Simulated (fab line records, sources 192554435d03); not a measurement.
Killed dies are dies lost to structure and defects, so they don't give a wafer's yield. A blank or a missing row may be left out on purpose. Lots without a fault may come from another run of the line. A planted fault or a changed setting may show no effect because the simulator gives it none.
fab line records | flow n5_finfet
record lots=7 wafers=21
route steps=1938 shown BEOL_M3@938 BEOL_M4@1026 BEOL_M5@1142 BEOL_M6@1200
start_h: hours from the record's first day to the start of the lot's first wafer shown | wait_h: hours since the lot's step before | " the same as in the row above | L1.1+2: a row that stands for several wafers | - no value, or no start given | * or withheld: withheld | < > ~ a bound
route shown NAME@n: a module of which the file shows steps, and the number in the route of the first | usual: mean/standard deviation of fault-free wafers | same: alike in all rows | chamber/n: place in a boat | sites: the reading at each site | _std_site: their standard deviation | _edge_site: outer sites' mean less inner sites' | radius_mm: how far each site lies from the wafer's centre | mask NAME#n: copy n | behind: the tool/chamber that last shaped the wafer | hold: why the lot was held/for how many hours/how that ended | device: the transistor (n, p or np) that didn't switch | end of line: the same wafers' tests at the end of the route | a step without rows: its recipe alone | killed: dies lost to structure and defects at the first sort, not the wafer's yield | map: a wafer's dies, x killed, . not, _ none there
set.NAME: the setting as run; set.NAME@STEP: as run at that earlier step | model.NAME: the simulator's own value behind a step, which no gauge read
lots whose settings were changed on purpose; a table a step, a row a wafer
## steps
# step N5_BEOL_M3_COAT_05
# recipe resist=CAR-EUV spin_rpm=1500 resist_thk_nm=30
# columns lot.wafer tool chamber start_h wait_h set.spin_rpm model.CAR-EUV_of_BEOL_M3_COAT_05.thk_nm
L076.2 litho_track-02 0 - - 1555 29.6
L076.4+5 " 0 " " 1500 30.2
L078.2+3+4 litho_track-05 0 - - 1500 30
L079.4+6 litho_track-05 0 - - 1500 30
L079.5 " 0 " " 1577 29.2
L081.1+2+6 litho_track-05 0 - - 1500 30
L083.3 litho_track-02 0 - - 1500 30.2
L083.4 " 0 " " 1576 29.2
L083.5 " 0 " " 1576 29.4
L084.2 litho_track-01 0 - - 1500 30
L084.3+6 " 0 " " 1500 30.2
L096.2 litho_track-05 0 - - 1500 29.8
L096.4 " 0 " " 1604 29
L096.5 " 0 " " 1604 28.8
# step N5_BEOL_M3_EBR_07
# recipe solvent=PGMEA ebr_width_mm=1.5
# step N5_BEOL_M3_SOFTBAKE_06
# recipe temp_c=110 time_s=60 resist=CAR-EUV
# step N5_BEOL_M3_EXPOSE_08
# recipe mask_id=M3 na=0.33 source_shape=dipole sigma_inner=0.369 sigma_outer=0.767 polarization=unpolarized dose_mj=33
# step N5_BEOL_M3_PEB_09
# recipe peb_temp_c=100 peb_time_s=60 resist=CAR-EUV
# step N5_BEOL_M3_DEVELOP_10
# recipe develop_time_s=30 developer=TMAH resist=CAR-EUV rinse_liquid=surfactant_rinse dry=air_spin dev_temp_c=23
# columns lot.wafer tool chamber start_h wait_h set.spin_rpm@BEOL_M3_COAT_05 model.CAR-EUV_of_BEOL_M3_COAT_05.thk_nm
L076.2 litho_track-05 0 - - 1555 29.2
L076.4+5 " 0 " " 1500 29.6
L078.2 litho_track-05 0 - - 1500 29.4
L078.3+4 " 0 " " 1500 29.6
L079.4+6 litho_track-01 0 - - 1500 29.6
L079.5 " 0 " " 1577 28.8
L081.1+2+6 litho_track-01 0 - - 1500 29.6
L083.3 litho_track-02 0 - - 1500 29.6
L083.4 " 0 " " 1576 28.8
L083.5 " 0 " " 1576 29
L084.2+6 litho_track-05 0 - - 1500 29.6
L084.3 " 0 " " 1500 29.8
L096.2 litho_track-05 0 - - 1500 29.4
L096.4+5 " 0 " " 1604 28.4
# step N5_BEOL_M3_DESCUM_16
# recipe chemistry=O2 time_s=7 source_power_w=50 bias_power_w=20 pressure_mtorr=20 rf_frequency_hz=2.712e+07 temp_c=40 resist=CAR-EUV o2_flow_sccm=225
# step N5_BEOL_M3_ETCH_74
# recipe chemistry=N2/H2 target=underlayer target_depth_a=65 mask_material=CAR-EUV time_s=5.2 ion_energy_ev=200 pressure_mtorr=30 source_w=840 bias_w=150 n2_flow_sccm=200 h2_flow_sccm=200 ends=cleared
# columns lot.wafer tool chamber start_h wait_h set.spin_rpm@BEOL_M3_COAT_73 set.spin_rpm@BEOL_M3_COAT_05 model.CAR-EUV_of_BEOL_M3_COAT_05.thk_nm model.etch.depth_nm
L076.2 rie_diel-03 1 173.69 0.0 1500 1555 20 5.006
L076.4 " 3 " " 1364 1500 20.2 5.236
L076.5 " 0 " " 1500 1500 20.4 5.014
L078.2 rie_diel-01 0 179.60 0.0 1500 1500 20.2 5.035
L078.3 " 3 " " 1500 1500 20.4 5.043
L078.4 " 1 " " 1500 1500 20.4 5.028
L079.4 rie_diel-02 2 183.78 0.0 1500 1500 20.4 5.012
L079.5 " 2 " " 1500 1577 19.6 5.033
L079.6 " 3 " " 1428 1500 20.2 5.141
L081.1 rie_diel-01 1 194.29 0.0 1500 1500 20.4 5.022
L081.2 " 3 " " 1500 1500 20.4 5.009
L081.6 " 0 " " 1500 1500 20.2 5.036
L083.3 rie_diel-02 3 201.29 0.0 1500 1500 20.4 5.022
L083.4 " 0 " " 1446 1576 19.6 5.098
L083.5 " 0 " " 1500 1576 19.8 4.999
L084.2 rie_diel-02 1 206.23 0.0 1500 1500 20.4 4.993
L084.3 " 3 " " 1500 1500 20.4 5.005
L084.6 " 3 " " 1500 1500 20.4 5
L096.2 rie_diel-01 3 276.37 0.0 1395 1500 20 5.184
L096.4 " 0 " " 1395 1604 19 5.178
L096.5 " 3 " " 1500 1604 19.2 4.986
# step N5_BEOL_M4_COAT_62
# recipe resist=SiARC temp_c=220 time_s=60 spin_rpm=1500 resist_thk_nm=12
# columns lot.wafer tool chamber start_h wait_h set.spin_rpm model.SiARC_of_BEOL_M4_COAT_62.thk_nm
L076.2+4 litho_track-04 0 - - 1500 12
L076.5 " 0 " " 1583 11.6
L078.2 litho_track-03 0 - - 1500 12
L078.3+4 " 0 " " 1664 11.4
L079.4+5 litho_track-03 0 - - 1500 12
L079.6 " 0 " " 1413 12.4
L081.1+2+6 litho_track-04 0 - - 1500 12
L083.3+4+5 litho_track-04 0 - - 1500 12
L084.2+3+6 litho_track-04 0 - - 1500 12
L096.2+4+5 litho_track-04 0 - - 1500 12
# step N5_BEOL_M4_COAT_73
# recipe resist=underlayer temp_c=205 time_s=60 spin_rpm=1500 resist_thk_nm=5
# columns lot.wafer tool chamber start_h wait_h set.temp_c
L076.2+4 litho_track-04 0 - - 205
L076.5 " 0 " " 202.6
L078.2+3 litho_track-03 0 - - 198.1
L078.4 " 0 " " 205
L079.4+6 litho_track-03 0 - - 197.9
L079.5 " 0 " " 205
L081.1+2 litho_track-04 0 - - 211.4
L081.6 " 0 " " 205
L083.3+5 litho_track-04 0 - - 207.5
L083.4 " 0 " " 205
L084.2+3+6 litho_track-04 0 - - 205
L096.2+4 litho_track-04 0 - - 205
L096.5 " 0 " " 199.4
# step N5_BEOL_M4_COAT_05
# recipe resist=CAR-EUV spin_rpm=1500 resist_thk_nm=30
# step N5_BEOL_M4_EBR_07
# recipe solvent=PGMEA ebr_width_mm=1.5
# step N5_BEOL_M4_DESCUM_16
# recipe chemistry=O2 time_s=7 source_power_w=50 bias_power_w=20 pressure_mtorr=20 rf_frequency_hz=2.712e+07 temp_c=40 resist=CAR-EUV o2_flow_sccm=225
# step N5_BEOL_M4_ETCH_74
# recipe chemistry=N2/H2 target=underlayer target_depth_a=65 mask_material=CAR-EUV time_s=5.2 ion_energy_ev=200 pressure_mtorr=30 source_w=840 bias_w=150 n2_flow_sccm=200 h2_flow_sccm=200 ends=cleared
# step N5_BEOL_M4_ETCH_63
# recipe chemistry=CF4 target=SiARC target_depth_a=156 mask_material=CAR-EUV time_s=26 ion_energy_ev=80 pressure_mtorr=40 source_w=545 bias_w=36 Ar_flow_sccm=100 cf4_flow_sccm=100 ends=cleared
# columns lot.wafer tool chamber start_h wait_h set.spin_rpm@BEOL_M4_COAT_62 model.CAR-EUV_of_BEOL_M4_COAT_05.thk_nm model.etch.depth_nm
L076.2 rie_diel-04 0 184.42 0.0 1500 11.2 11.98
L076.4 " 3 " " 1500 11.2 11.99
L076.5 " 2 " " 1583 11.4 11.66
L078.2 rie_diel-06 2 189.42 0.0 1500 11 11.97
L078.3 " 1 " " 1664 11.6 11.39
L078.4 " 3 " " 1664 11.6 11.45
L079.4 rie_diel-05 0 195.24 0.0 1500 11.2 11.99
L079.5 " 0 " " 1500 11.2 12
L079.6 " 1 " " 1413 10.8 12.39
L081.1+2 rie_diel-04 0,1 202.46 0.0 1500 11.2 12.01
L081.6 " 1 " " 1500 11.2 12.03
L083.3 rie_diel-04 3 219.71 0.0 1500 11.2 12.01
L083.4 " 0 " " 1500 11 12.01
L083.5 " 0 " " 1500 11.2 11.99
L084.2 rie_diel-04 0 222.46 0.0 1500 11 12.06
L084.3 " 1 " " 1500 11.2 12.03
L084.6 " 0 " " 1500 11.2 12
L096.2 rie_diel-04 1 292.46 0.0 1500 11 12.09
L096.4 " 0 " " 1500 11 12.05
L096.5 " 2 " " 1500 11 12.07
# step N5_BEOL_M5_COAT_22
# recipe resist=CAR-EUV spin_rpm=1500 resist_thk_nm=30
# columns lot.wafer tool chamber start_h wait_h set.spin_rpm model.CAR-EUV_of_BEOL_M5_COAT_22.thk_nm
L076.2 litho_track-02 0 - - 1604 29
L076.4+5 " 0 " " 1500 30
L078.2 litho_track-05 0 - - 1572 29.4
L078.3+4 " 0 " " 1500 30
L079.4 litho_track-02 0 - - 1500 30.2
L079.5+6 " 0 " " 1500 30
L081.1+6 litho_track-02 0 - - 1334 31.8
L081.2 " 0 " " 1500 30
L083.3+4+5 litho_track-02 0 - - 1500 30
L084.2+3+6 litho_track-05 0 - - 1500 30
L096.2+4 litho_track-04 0 - - 1668 28.4
L096.5 " 0 " " 1500 30
# step N5_BEOL_M5_EXPOSE_25
# recipe mask_id=V4 na=0.33 source_shape=quasar sigma_inner=0.2 sigma_outer=0.6 polarization=unpolarized defocus_nm=10 dose_mj=52.75
# columns lot.wafer tool chamber start_h wait_h mask set.dose_mj
L076.2+5 euv_scanner-02 0 203.31 - V4#0 48.84
L076.4 " 0 " " V4#0 52.75
L078.2+3 euv_scanner-02 0 205.35 - V4#0 49.4
L078.4 " 0 " " V4#0 52.75
L079.4 euv_scanner-02 0 214.04 - V4#0 50.89
L079.5+6 " 0 " " V4#0 52.75
L081.1+2+6 euv_scanner-01 0 220.97 - V4#0 52.75
L083.3+4+5 euv_scanner-01 0 236.17 - V4#0 52.75
L084.2+3+6 euv_scanner-01 0 240.25 - V4#0 52.75
L096.2 euv_scanner-01 0 307.79 - V4#0 52.75
L096.4+5 " 0 " " V4#0 54.15
# step N5_BEOL_M5_PEB_26
# recipe peb_temp_c=100 peb_time_s=60 resist=CAR-EUV
# step N5_BEOL_M5_DEVELOP_27
# recipe develop_time_s=30 developer=TMAH resist=CAR-EUV rinse_liquid=surfactant_rinse dry=air_spin dev_temp_c=23
# step N5_BEOL_M5_CD_MEAS_28
# recipe target_cd_nm=30.6 landing_energy_ev=500 detector=se_inlens target_cd_y_nm=20 polarity=opening
# usual cd_nm=30.54/0.24
# columns lot.wafer tool chamber start_h wait_h set.dose_mj@BEOL_M5_EXPOSE_25 cd_nm
L076.2 cd_sem-02 0 203.45 - 48.84 28.51
L076.4 " 0 " " 52.75 30.57
L076.5 " 0 " " 48.84 28.84
L078.2 cd_sem-02 0 205.49 - 49.4 29.12
L078.3 " 0 " " 49.4 29.00
L078.4 " 0 " " 52.75 30.39
L079.4 cd_sem-02 0 214.16 - 50.89 29.39
L079.5 " 0 " " 52.75 30.75
L079.6 " 0 " " 52.75 30.34
L081.1 cd_sem-03 0 221.11 - 52.75 30.60
L081.2 " 0 " " 52.75 30.55
L081.6 " 0 " " 52.75 30.52
L083.3 cd_sem-01 0 236.30 - 52.75 30.91
L083.4 " 0 " " 52.75 30.04
L083.5 " 0 " " 52.75 30.85
L084.2 cd_sem-03 0 240.38 - 52.75 30.47
L084.3 " 0 " " 52.75 30.53
L084.6 " 0 " " 52.75 30.98
L096.2 cd_sem-03 0 307.92 - 52.75 31.46
L096.4 " 0 " " 54.15 31.54
L096.5 " 0 " " 54.15 31.08
# step N5_BEOL_M5_DESCUM_33
# recipe chemistry=O2 time_s=7 source_power_w=50 bias_power_w=20 pressure_mtorr=20 rf_frequency_hz=2.712e+07 temp_c=40 resist=CAR-EUV o2_flow_sccm=225
# columns lot.wafer tool chamber start_h wait_h set.spin_rpm@BEOL_M5_COAT_22 model.CAR-EUV_of_BEOL_M5_COAT_22.thk_nm
L076.2 rie_diel-03 1 203.57 0.0 1604 25.2
L076.4+5 " 0,1 " " 1500 26
L078.2 rie_diel-03 0 205.61 0.0 1572 25.4
L078.3+4 " 2,3 " " 1500 26
L079.4 rie_diel-01 3 214.74 0.5 1500 26.2
L079.5+6 " 0,1 " " 1500 26
L081.1+6 rie_diel-01 3,0 221.23 0.0 1334 27.8
L081.2 " 2 " " 1500 26
L083.3+4+5 rie_diel-02 3,0,0 236.42 0.0 1500 26
L084.2+6 rie_diel-03 0,2 240.53 0.0 1500 26.2
L084.3 " 3 " " 1500 26
L096.2 rie_diel-02 0 308.04 0.0 1668 24.6
L096.4 " 1 " " 1668 24.4
L096.5 " 3 " " 1500 26
# step N5_BEOL_M5_ETCH_75
# recipe chemistry=N2/H2 target=underlayer target_depth_a=65 mask_material=CAR-EUV time_s=5.2 ion_energy_ev=200 pressure_mtorr=30 source_w=840 bias_w=150 n2_flow_sccm=200 h2_flow_sccm=200 ends=cleared
# columns lot.wafer tool chamber start_h wait_h set.dose_mj@BEOL_M5_EXPOSE_25 model.BEOL_M5.cd_nm
L076.2 rie_diel-03 1 203.60 0.0 48.84 25.8
L076.4 " 0 " " 52.75 27.8
L076.5 " 1 " " 48.84 26.2
L078.2 rie_diel-03 0 205.64 0.0 49.4 26
L078.3 " 2 " " 49.4 26.4
L078.4 " 3 " " 52.75 28.2
L079.4 rie_diel-01 3 214.76 0.0 50.89 27
L079.5+6 " 0,1 " " 52.75 28
L081.1 rie_diel-01 3 221.27 0.0 52.75 28
L081.2 " 2 " " 52.75 27.6
L081.6 " 0 " " 52.75 27.4
L083.3+4 rie_diel-02 3,0 236.45 0.0 52.75 28
L083.5 " 0 " " 52.75 28.2
L084.2 rie_diel-03 0 240.57 0.0 52.75 27.8
L084.3 " 3 " " 52.75 28.2
L084.6 " 2 " " 52.75 28
L096.2 rie_diel-02 0 308.07 0.0 52.75 28.2
L096.4+5 " 1,3 " " 54.15 28.4
# step N5_BEOL_M5_ETCH_67
# recipe chemistry=CF4 target=SiARC target_depth_a=156 mask_material=CAR-EUV time_s=26 ion_energy_ev=80 pressure_mtorr=40 source_w=545 bias_w=36 Ar_flow_sccm=100 cf4_flow_sccm=100 ends=cleared
# step N5_BEOL_M5_ETCH_68
# recipe chemistry=N2/H2 target=SOC target_depth_a=800 overetch_a=160 mask_material=SiARC temp_c=40 time_s=120 ion_energy_ev=200 pressure_mtorr=30 source_w=840 bias_w=150 n2_flow_sccm=200 h2_flow_sccm=200
# columns lot.wafer tool chamber start_h wait_h set.dose_mj@BEOL_M5_EXPOSE_25 model.BEOL_M5.cd_nm
L076.2 rie_diel-03 1 203.65 0.0 48.84 26
L076.4 " 0 " " 52.75 28
L076.5 " 1 " " 48.84 26.2
L078.2 rie_diel-03 0 205.69 0.0 49.4 25.8
L078.3 " 2 " " 49.4 26.2
L078.4 " 3 " " 52.75 28.2
L079.4 rie_diel-01 3 214.84 0.0 50.89 27
L079.5+6 " 0,1 " " 52.75 28.2
L081.1 rie_diel-01 3 221.31 0.0 52.75 28
L081.2 " 2 " " 52.75 27.6
L081.6 " 0 " " 52.75 27.4
L083.3+4+5 rie_diel-02 3,0,0 236.50 0.0 52.75 28.2
L084.2 rie_diel-03 0 240.61 0.0 52.75 27.6
L084.3 " 3 " " 52.75 28
L084.6 " 2 " " 52.75 27.8
L096.2 rie_diel-02 0 308.12 0.0 52.75 28.2
L096.4 " 1 " " 54.15 28.6
L096.5 " 3 " " 54.15 28.4
# step N5_BEOL_M5_STRIP_69
# recipe chemistry=N2/H2 temp_c=40 n2_flow_sccm=200 h2_flow_sccm=200 rf_frequency_hz=6e+07
# step N5_BEOL_M5_STRIP_76
# recipe chemistry=N2/H2 temp_c=40 n2_flow_sccm=200 h2_flow_sccm=200 rf_frequency_hz=6e+07
# step N5_BEOL_M5_VIA_ETCH_34
# recipe chemistry=C4F6/O2 target=SiCOH_lowk target_depth_a=883 mask_material=SOC taper_deg=4 time_s=39.2 ion_energy_ev=250 pressure_mtorr=30 source_w=345 bias_w=185 Ar_flow_sccm=300 C4F6_flow_sccm=10 O2_flow_sccm=10
# columns lot.wafer tool chamber start_h wait_h set.dose_mj@BEOL_M5_EXPOSE_25 model.BEOL_M5.cd_nm
L076.2 rie_diel-03 1 203.75 0.0 48.84 25.8
L076.4 " 0 " " 52.75 27.8
L076.5 " 1 " " 48.84 26.2
L078.2 rie_diel-03 0 205.79 0.0 49.4 25.8
L078.3 " 2 " " 49.4 26.2
L078.4 " 3 " " 52.75 28.2
L079.4 rie_diel-01 3 214.92 0.0 50.89 27.2
L079.5 " 0 " " 52.75 28.2
L079.6 " 1 " " 52.75 28.4
L081.1 rie_diel-01 3 221.41 0.0 52.75 28
L081.2 " 2 " " 52.75 27.6
L081.6 " 0 " " 52.75 27.4
L083.3+4+5 rie_diel-02 3,0,0 236.60 0.0 52.75 28
L084.2 rie_diel-03 0 240.71 0.0 52.75 27.4
L084.3 " 3 " " 52.75 28
L084.6 " 2 " " 52.75 27.8
L096.2 rie_diel-02 0 308.22 0.0 52.75 28.2
L096.4 " 1 " " 54.15 28.6
L096.5 " 3 " " 54.15 28.2
# step N5_BEOL_M6_COAT_60
# recipe resist=SiARC temp_c=220 time_s=60 spin_rpm=1500 resist_thk_nm=35
# columns lot.wafer tool chamber start_h wait_h set.spin_rpm model.SiARC_of_BEOL_M6_COAT_60.thk_nm
L076.2+5 litho_track-01 0 - - 1500 35
L076.4 " 0 " " 1500 35.2
L078.2+4 litho_track-01 0 - - 1633 33.6
L078.3 " 0 " " 1500 35.2
L079.4 litho_track-01 0 - - 1500 35
L079.5 " 0 " " 1500 35.2
L079.6 " 0 " " 1622 33.8
L081.1 litho_track-01 0 - - 1500 35
L081.2 " 0 " " 1664 33.2
L081.6 " 0 " " 1664 33.4
L083.3+4+5 litho_track-01 0 - - 1500 35
L084.2+6 litho_track-03 0 - - 1500 35
L084.3 " 0 " " 1500 34.8
L096.2+4+5 litho_track-01 0 - - 1500 35.2
# step N5_BEOL_M6_COAT_05
# recipe resist=CAR-ArF spin_rpm=1500 resist_thk_nm=90
# step N5_BEOL_M6_EBR_07
# recipe solvent=PGMEA ebr_width_mm=1.5
# step N5_BEOL_M6_DESCUM_16
# recipe chemistry=O2 time_s=7.9 source_power_w=50 bias_power_w=20 pressure_mtorr=20 rf_frequency_hz=2.712e+07 temp_c=40 resist=CAR-ArF o2_flow_sccm=225
# step N5_BEOL_M6_ETCH_61
# recipe chemistry=CF4 target=SiARC target_depth_a=455 mask_material=CAR-ArF time_s=75.8 ion_energy_ev=80 pressure_mtorr=40 source_w=545 bias_w=36 Ar_flow_sccm=100 cf4_flow_sccm=100 ends=cleared
# columns lot.wafer tool chamber start_h wait_h set.spin_rpm@BEOL_M6_COAT_60 model.etch.depth_nm model.CAR-ArF_of_BEOL_M6_COAT_05.thk_nm
L076.2 rie_diel-05 1 212.61 0.0 1500 35.1 51
L076.4 " 3 " " 1500 35.11 50.8
L076.5 " 3 " " 1500 35.07 51
L078.2 rie_diel-04 2 215.46 0.0 1633 33.57 52.2
L078.3 " 0 " " 1500 35.13 50.6
L078.4 " 3 " " 1633 33.6 52.4
L079.4 rie_diel-05 1 226.71 0.0 1500 35.05 51
L079.5 " 2 " " 1500 35.15 50.8
L079.6 " 3 " " 1622 33.77 52.4
L081.1 rie_diel-06 1 231.32 0.0 1500 35.1 51
L081.2 " 2 " " 1664 33.25 52.8
L081.6 " 3 " " 1664 33.3 52.4
L083.3 rie_diel-04 3 247.08 0.0 1500 35.05 51
L083.4 " 3 " " 1500 35.03 51
L083.5 " 1 " " 1500 35.08 51
L084.2 rie_diel-05 0 250.28 0.0 1500 34.96 51
L084.3 " 1 " " 1500 34.88 51
L084.6 " 1 " " 1500 35.01 50.8
L096.2 rie_diel-04 1 317.30 0.0 1500 35.17 50.8
L096.4 " 0 " " 1500 35.23 50.6
L096.5 " 3 " " 1500 35.25 50.8
## key
split step=N5_BEOL_M3_COAT_05 setting=spin_rpm stated=1500 by=wafer
response step=N5_BEOL_M3_COAT_05 reading=model.CAR-EUV_of_BEOL_M3_COAT_05.thk_nm change=-0.151 per=1% r=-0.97
response step=N5_BEOL_M3_DEVELOP_10 reading=model.CAR-EUV_of_BEOL_M3_COAT_05.thk_nm change=-0.141 per=1% r=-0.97
response step=N5_BEOL_M3_ETCH_74 reading=model.CAR-EUV_of_BEOL_M3_COAT_05.thk_nm change=-0.128 per=1% r=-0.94
split step=N5_BEOL_M4_COAT_62 setting=spin_rpm stated=1500 by=wafer
response step=N5_BEOL_M4_COAT_62 reading=model.SiARC_of_BEOL_M4_COAT_62.thk_nm change=-0.0604 per=1% r=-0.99
response step=N5_BEOL_M4_ETCH_63 reading=model.CAR-EUV_of_BEOL_M4_COAT_05.thk_nm change=+0.0543 per=1% r=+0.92
response step=N5_BEOL_M4_ETCH_63 reading=model.etch.depth_nm change=-0.0554 per=1% r=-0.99
split step=N5_BEOL_M4_COAT_73 setting=temp_c stated=205 by=wafer
response none clear
split step=N5_BEOL_M5_COAT_22 setting=spin_rpm stated=1500 by=wafer
response step=N5_BEOL_M5_COAT_22 reading=model.CAR-EUV_of_BEOL_M5_COAT_22.thk_nm change=-0.149 per=1% r=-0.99
response step=N5_BEOL_M5_DESCUM_33 reading=model.CAR-EUV_of_BEOL_M5_COAT_22.thk_nm change=-0.142 per=1% r=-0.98
split step=N5_BEOL_M5_EXPOSE_25 setting=dose_mj stated=52.75 by=wafer
response step=N5_BEOL_M5_CD_MEAS_28 reading=cd_nm change=+0.228 per=1% r=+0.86
response step=N5_BEOL_M5_ETCH_75 reading=model.BEOL_M5.cd_nm change=+0.262 per=1% r=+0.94
response step=N5_BEOL_M5_ETCH_68 reading=model.BEOL_M5.cd_nm change=+0.288 per=1% r=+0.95
response step=N5_BEOL_M5_VIA_ETCH_34 reading=model.BEOL_M5.cd_nm change=+0.276 per=1% r=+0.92
split step=N5_BEOL_M6_COAT_60 setting=spin_rpm stated=1500 by=wafer
response step=N5_BEOL_M6_COAT_60 reading=model.SiARC_of_BEOL_M6_COAT_60.thk_nm change=-0.164 per=1% r=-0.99
response step=N5_BEOL_M6_ETCH_61 reading=model.etch.depth_nm change=-0.168 per=1% r=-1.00
response step=N5_BEOL_M6_ETCH_61 reading=model.CAR-ArF_of_BEOL_M6_COAT_05.thk_nm change=+0.169 per=1% r=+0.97
split outside_this_file step=N5_BEOL_M3_COAT_73 setting=spin_rpm
# split outside_this_file: this setting was split too, and the file shows its column; the key of that split is in another file
